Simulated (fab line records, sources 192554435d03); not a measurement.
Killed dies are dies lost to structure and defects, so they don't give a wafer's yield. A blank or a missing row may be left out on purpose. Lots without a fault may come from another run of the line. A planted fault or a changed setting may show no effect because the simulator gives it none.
Chamber matching | flow n5_finfet | N5_BEOL_M1_CO_CAP_55 on cvd_co-02: 3 sister chambers
The step material Co, precursor CCTBA/H2, target thk 2 nm, time 102.1 s. 6 wafers are shown with their chamber, then 8 later ones without.

WAFERS WITH THEIR CHAMBER
wafer  | chamber | heater_power_w (W) | chamber_pressure_Torr (Torr)
L078.1 | 1       | 239                | 29.98
L078.6 | 2       | 228                | 29.92
L082.2 | 1       | 241                | 29.94
L084.4 | 0       | 224                | 29.91
L084.5 | 2       | 237                | 29.86
L086.1 | 0       | 220                | 29.99

WAFERS WITHOUT THEIR CHAMBER
wafer  | heater_power_w (W) | chamber_pressure_Torr (Torr)
L086.2 | 232                | 29.90
L086.4 | 228                | 29.97
L091.1 | 239                | 30.01
L091.3 | 237                | 29.91
L091.4 | 224                | 29.92
L096.2 | 241                | 29.95
L096.3 | 229                | 30.02
L096.4 | 237                | 29.94

WHICH CHAMBER EACH WENT THROUGH
wafer  | from the rows above          | in truth
L086.2 | 2                            | 2
L086.4 | can't be placed: 0 or 2 or 1 | 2
L091.1 | can't be placed: 1 or 2      | 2
L091.3 | can't be placed: 2 or 1      | 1
L091.4 | can't be placed: 0 or 2      | 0
L096.2 | 1                            | 1
L096.3 | can't be placed: 0 or 1 or 2 | 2
L096.4 | can't be placed: 1 or 2      | 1
Placed correctly: 2 of 8. Can't be placed from these rows: 6 (the true chamber is among the candidates in 6). Placed wrongly: 0.
How it was worked out, from the rows above alone: a wafer's distance from a chamber is the root of the sum, over the readings, of the square of ((its reading less the chamber's mean) divided by the reading's scatter). The wafer belongs to the nearest chamber; if the next one is less than 2 further off, it can't be placed. A chamber's mean is the mean of its shown wafers. The scatter: the root of (the sum of the squares of (reading less its chamber's mean) over the shown wafers, divided by (wafers less chambers)).
